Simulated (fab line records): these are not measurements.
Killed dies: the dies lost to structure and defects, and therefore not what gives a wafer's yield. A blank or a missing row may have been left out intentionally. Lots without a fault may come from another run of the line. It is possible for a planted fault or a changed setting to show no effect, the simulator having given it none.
fab line records | flow n5Finfet
[record] lots = 5 wafers = 12 lastDay = 17
route steps=1938 shown FIN_SAQP@108 BEOL_M4@1111
lots that met no fault: from a run of the same line without faults
startH: the number of hours between the record's first day and the start of the first shown wafer of the lot | waitH: hours since the lot's step before | " the same as in the row above | L1.1+2: several wafers, shown together as one row | - no value, or no start given | * or withheld: withheld | < > ~ a bound
route shown NAME@n: names a module that has steps shown in the file, with the first one's number in the route | usual: mean and standard deviation over wafers with no fault | same: alike in all rows | chamber/n: place in a boat | sites: the reading at each site | _std_site: how widely they spread, as a standard deviation | _edge_site: outer sites' mean less inner sites' | radiusMm: for every site, how far away it sits from the centre of the wafer | mask NAME#n: copy n | behind: tool/chamber where the wafer was last shaped | hold: reason for holding the lot/hours on hold/outcome of the hold | device: transistor that didn't switch, given as n, p or np | end of line: at the end of the route, the tests of the same wafers | a step with no rows: only its recipe | killed: the dies lost at the first sort to structure and to defects; this is not the yield of the wafer | map: per-die view of a wafer (x killed, . not killed, _ where there is no die)
set.NAME: setting as actually run; set.NAME@STEP: the setting as run at that earlier step | model.NAME: the simulator's own value behind a step, which no gauge read
lots seen at some steps along the route; tables by step, rows by wafer
services: from which hour (startH, from the record's first day; less than 0 if before it) a tool's chamber was out of use, for how many hours, and why
[[steps]]
[step N5_FIN_SAQP_EXPOSE_13]
[recipe] maskId = FIN_CORE na = 1.35 sourceShape = dipole sigmaInner = 0.538 sigmaOuter = 0.738 polarization = te targetCdNm = 35.6 doseMj = 63.25
[step N5_FIN_SAQP_PEB_14]
[recipe] pebTempC = withheld pebTimeS = 60 resist = CAR-ArF
[step N5_FIN_SAQP_DEVELOP_15]
[recipe] developTimeS = 30 developer = TMAH resist = CAR-ArF devTempC = 23 rinseLiquid = diw dry = airSpin
[step N5_FIN_SAQP_DESCUM_21]
[recipe] chemistry = O2 timeS = 7.9 sourcePowerW = 50 biasPowerW = 20 pressureMtorr = 20 rfFrequencyHz = 2.712e+07 tempC = 40 resist = CAR-ArF o2FlowSccm = 225
[step N5_FIN_SAQP_ETCH_51]
[recipe] chemistry = CF4 target = SiARC targetDepthA = 455 maskMaterial = CAR-ArF timeS = 75.8 ionEnergyEv = 80 pressureMtorr = 40 sourceW = 545 biasW = 36 Ar_flow_sccm = 100 cf4FlowSccm = 100 ends = cleared
[step N5_FIN_SAQP_ETCH_52]
[recipe] chemistry = N2/H2 target = SOC targetDepthA = 1000 overetchA = 200 maskMaterial = SiARC tempC = 40 timeS = 150 ionEnergyEv = 200 pressureMtorr = 30 sourceW = 840 biasW = 150 n2FlowSccm = 200 h2FlowSccm = 200 ends = endPoint
[step N5_FIN_SAQP_STRIP_53]
[recipe] chemistry = N2/H2 tempC = 40 n2FlowSccm = 200 h2FlowSccm = 200 rfFrequencyHz = 6e+07
[step N5_FIN_SAQP_HM_OPEN_73]
[recipe] chemistry = CHF3/O2 target = SiO2 stopOn = a-Si targetDepthA = 120 overEtchFrac = 1.8 maskMaterial = SOC timeS = 16.8 pressureMtorr = 30 sourceW = 650 biasW = 170 Ar_flow_sccm = 200 CHF3_flow_sccm = 50 O2_flow_sccm = 5 ionEnergyEv = 200 ends = endPoint
[step N5_FIN_SAQP_STRIP_74]
[recipe] chemistry = CHF3/O2 resist = SiARC rfFrequencyHz = 6e+07
[step N5_FIN_SAQP_MANDREL_ETCH_22]
[recipe] targetDepthA = 600 chemistry = HBr/Cl2 target = a-Si stopOn = SiNx btTimeS = 10 overEtchFrac = 0.5 timeS = 30 pressureMtorr = 10 icpW = 800 biasW = 75 HBr_flow_sccm = 150 Cl2_flow_sccm = 80 ends = endPoint
[usual] drypumpMotorCurrentA = 5.5/0.41 heBacksideLeakSccm = 2.9/0.31 oesProductAu = 0.773/0.018 overEtchFrac = 0.5/0 throttleValvePct = 35.36/0.24
// columns lot.wafer tool chamber startH waitH drypumpMotorCurrentA heBacksideLeakSccm oesProductAu overEtchFrac rfHoursCounterH throttleValvePct model.SOC_of_FIN_SAQP_COAT_49.thkNm model.SiNx_of_FIN_SAQP_PECVD_48.thkNm
L943.1 rieSi-03 0 83.00 0.0 5.0 2.7 0.788 0.5 52 35.50 76.22 25.03
L943.4 " 2 " " 5.3 2.4 0.690 0.76038 7 35.87 73.21 22.76
L944.1 rieSi-03 1 88.91 0.0 5.7 3.0 0.793 0.5 180 35.06 76.84 25.2
L944.5 " 3 " " 5.3 2.9 0.734 0.76038 - 35.34 71.76 22.9
L945.2 rieSi-03 0 96.19 0.0 5.0 3.0 0.779 0.5 53 35.51 75.71 25.19
L945.4 " 3 " " 5.3 3.1 0.735 0.76038 113 35.33 71.42 23.1
L950.4 rieSi-06 1 124.98 0.0 5.8 2.4 0.771 0.5 28 35.88 75.32 25.31
L950.5 " 0 " " 5.2 2.9 0.762 0.5 - 35.17 75.39 24.95
L950.6 " 1 " " 5.9 2.3 0.775 0.5 - 35.86 75.02 25.14
L954.1 rieSi-03 2 148.48 0.0 5.3 2.3 0.764 0.5 8 35.72 77.06 25.09
L954.2 " 1 " " 5.7 3.1 0.775 0.5 182 35.07 77.22 24.86
L954.4 " 3 " " 5.3 3.1 0.793 0.5 114 35.22 75.98 25.16
[step N5_FIN_SAQP_STRIP_55]
[recipe] chemistry = N2/H2 powerW = 500 tempC = 40 pressureMtorr = 50 rfFrequencyHz = 6e+07 overashFraction = 0.3 biasPowerW = 28 h2Frac = 0.5 n2FlowSccm = 300 h2FlowSccm = 300
[step N5_FIN_SAQP_STRIP_23]
[recipe] chemistry = SPM timeS = 750 tempC = 130 h2so4H2o2VolRatio = 4
[step N5_FIN_SAQP_SRD_66]
[recipe] dry = ipaMarangoni timeS = 30 tempC = 23 rinseLiquid = diw
[step N5_FIN_SAQP_RECESS_75]
[recipe] chemistry = HF/NH3 target = SiO2 targetDepthA = 144 afsCycles = 3 tempC = 30 sublimationTempC = 180 sublimationTimeS = 60
[step N5_FIN_SAQP_SPACER1_ALD_24]
[recipe] material = SiO2 targetThkA = 203 tempC = 300 aldPrecursorFamily = BDEAS aldCoReactant = O2-plasma pulseTimeS = 1 purgeTimeS = 2 coReactantPurgeTimeS = 2 aldCycles = 218 pressureTorr = 2
[step N5_FIN_SAQP_SPACER1_ETCHBACK_25]
[recipe] chemistry = CHF3/O2 mode = anisotropicEtchback target = SiO2 targetDepthA = 244 timeS = 12.2 pressureMtorr = 30 sourceW = 650 biasW = 170 Ar_flow_sccm = 200 CHF3_flow_sccm = 50 O2_flow_sccm = 5 ionEnergyEv = 200
[step N5_FIN_SAQP_MANDREL1_REMOVE_56]
[recipe] chemistry = HBr/Cl2/O2 btTimeS = 10 target = a-Si stopOn = SiNx endpoint = OES-SiCl overEtchFrac = 1 icpW = 600 biasW = 22 HBr_flow_sccm = 150 Cl2_flow_sccm = 80 O2_flow_sccm = 5 pressureMtorr = 10
[step N5_FIN_SAQP_ETCH_57]
[recipe] chemistry = CH3F/O2 target = SiNx maskMaterial = SiO2 targetDepthA = 325 timeS = 46.4 pressureMtorr = 30 sourceW = 395 biasW = 73 Ar_flow_sccm = 150 CH3F_flow_sccm = 30 O2_flow_sccm = 20 ionEnergyEv = 120 ends = cleared
[usual] drypumpMotorCurrentA = 5.7/0.38 etchRfOnTimeS = 46.7/0.87 mfcArSccm = 150.0/0.43 oesProductAu = 0.64/0.059 rfVppV = 298/3.9 showerheadPlenumPTorr = 2.00/0.074 throttleValvePct = 16.47/0.23
// columns lot.wafer tool chamber startH waitH drypumpMotorCurrentA etchRfOnTimeS mfcArSccm oesProductAu rfHoursCounterH rfVppV showerheadPlenumPTorr throttleValvePct model.etch.depthNm
L943.1 rieDiel-03 2 85.05 0.1 5.7 46.9 149.4 0.59 237 297 1.90 16.79 25.03
L943.4 " 1 " " 5.7 43.0 149.7 0.60 214 298 2.08 16.73 22.76
L944.1 rieDiel-01 1 90.98 0.0 5.3 47.0 150.7 0.62 189 296 1.91 16.81 25.2
L944.5 " 2 " " 5.8 43.8 149.8 0.61 - 292 1.99 16.44 22.9
L945.2 rieDiel-03 1 98.78 0.0 5.7 47.6 149.9 0.60 220 297 2.07 16.75 25.19
L945.4 " 3 " " 6.6 43.5 150.4 0.74 45 302 2.12 16.13 23.1
L950.4 rieDiel-06 2 127.01 0.1 5.3 46.9 150.2 0.60 - 303 2.04 16.43 25.31
L950.5 " 1 " " 5.5 46.1 149.4 0.58 - 292 1.95 16.29 24.95
L950.6 " 0 " " 6.5 47.2 150.4 0.67 - 304 1.93 16.31 25.14
L954.1 rieDiel-06 3 150.50 0.0 5.5 45.4 150.4 0.80 9 296 1.97 16.45 25.09
L954.2 " 1 " " 5.5 46.2 150.4 0.85 1 293 1.95 15.79 24.86
L954.4 " 0 " " 6.5 47.3 149.6 0.66 121 303 1.93 16.34 25.16
[step N5_FIN_SAQP_ETCH_65]
[recipe] chemistry = CF4 target = SiO2 targetDepthA = 40 ionEnergyEv = 350 timeS = 4.4 pressureMtorr = 10 icpW = 800 biasW = 400 cf4FlowSccm = 80
[step N5_BEOL_M4_RC_MEAS_101]
[usual] DIBL_N = 36.4/1.6 DIBL_P = 36.2/1.8 IOFF_N = 0.159/0.029 IOFF_P = 0.21/0.034 ION_N = 670/12 ION_P = 459/8.2 SS_N = 71.5/0.59 SS_P = 73.2/0.54 VT_N = 250/3.3 VT_P = -250/3.7
// columns lot.wafer tool chamber startH waitH DIBL_N[mV/V] DIBL_P[mV/V] IOFF_N[nA/um] IOFF_P[nA/um] ION_N[uA/um] ION_P[uA/um] SS_N[mV/dec] SS_P[mV/dec] VT_N[mV] VT_P[mV]
L943.1 prober-02 0 251.63 0.0 36.9 35.8 0.177 0.19 672 449 72.2 73.8 250 -253
L943.4 " 0 " " 38.4 37.2 0.200 0.23 678 461 72.2 73.9 246 -251
L944.1 prober-01 0 259.90 0.0 37.5 36.6 0.162 0.19 655 444 71.5 73.4 254 -254
L944.5 " 0 " " 35.2 35.0 0.129 0.17 660 451 71.4 72.3 253 -253
L945.2 prober-01 0 272.58 0.2 38.0 35.7 0.173 0.21 672 455 71.8 73.6 247 -249
L945.4 " 0 " " 37.6 36.4 0.166 0.23 677 465 71.0 72.7 249 -249
L950.4 prober-01 0 294.06 0.5 35.4 34.5 0.132 0.18 663 457 71.2 73.0 255 -251
L950.5 " 0 " " 34.9 34.4 0.132 0.18 662 457 71.7 72.9 254 -254
L950.6 " 0 " " 34.7 35.0 0.125 0.18 656 449 71.9 73.6 257 -253
L954.1 prober-02 0 310.94 0.0 37.1 37.5 0.159 0.17 675 452 71.4 72.2 250 -256
L954.2 " 0 " " 38.1 38.0 0.164 0.18 668 445 71.3 73.0 249 -256
L954.4 " 0 " " 37.7 37.7 0.155 0.17 675 447 72.1 72.6 251 -258
[[services]]
// columns tool chamber startH hours kind
rieDiel-01 1 95.89 7.1 repair
rieDiel-06 3 104.22 - clean
rieDiel-06 3 104.22 - consumableReplace:focusRing
rieDiel-06 3 104.22 26.0 scheduledDown
rieDiel-06 3 104.22 26.0 ventCycle
rieDiel-06 - 127.09 0.4 repair
rieDiel-03 2 127.13 - clean
rieDiel-03 2 127.13 - consumableReplace:focusRing
rieDiel-03 2 127.13 - consumableReplace:showerhead
rieDiel-03 2 127.13 11.0 scheduledDown
rieDiel-03 2 127.13 11.0 ventCycle
rieDiel-06 1 130.24 - clean
rieDiel-06 1 130.24 - consumableReplace:focusRing
rieDiel-06 1 130.24 18.3 scheduledDown
rieDiel-06 1 130.24 18.3 ventCycle
rieSi-03 1 130.58 2.0 repair
[[key]]
[firstSign] step = N5_FIN_SAQP_MANDREL_ETCH_22 reading = overEtchFrac direction = up sigmas = 99+ usual = 0.5 struck = 0.76038
[effect] step = N5_FIN_SAQP_MANDREL_ETCH_22 reading = oesProductAu direction = down sigmas = 2.9 usual = 0.773 struck = 0.720
[effect] step = N5_FIN_SAQP_ETCH_57 reading = etchRfOnTimeS direction = down sigmas = 3.8 usual = * struck = *
[modelEffect] step = N5_FIN_SAQP_MANDREL_ETCH_22 value = SOC_of_FIN_SAQP_COAT_49.thkNm without = 76.29 struck = 72.13
[modelEffect] step = N5_FIN_SAQP_ETCH_57 value = etch.depthNm without = 25.13 struck = 22.92
metAt N5_FIN_SAQP_MANDREL_ETCH_22
struckWafers L943.4,L944.5,L945.4
[fault] kind = processParameterDrift tool = rieSi-03 chamber = - onsetH = 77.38 steps = N5_FIN_SAQP_MANDREL_ETCH_22 channel = overEtchFrac offset = 0.26038 shape = step endH = 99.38 scope = struckWafersOnly actsIn = theseRecipesOnly stated = 0.5
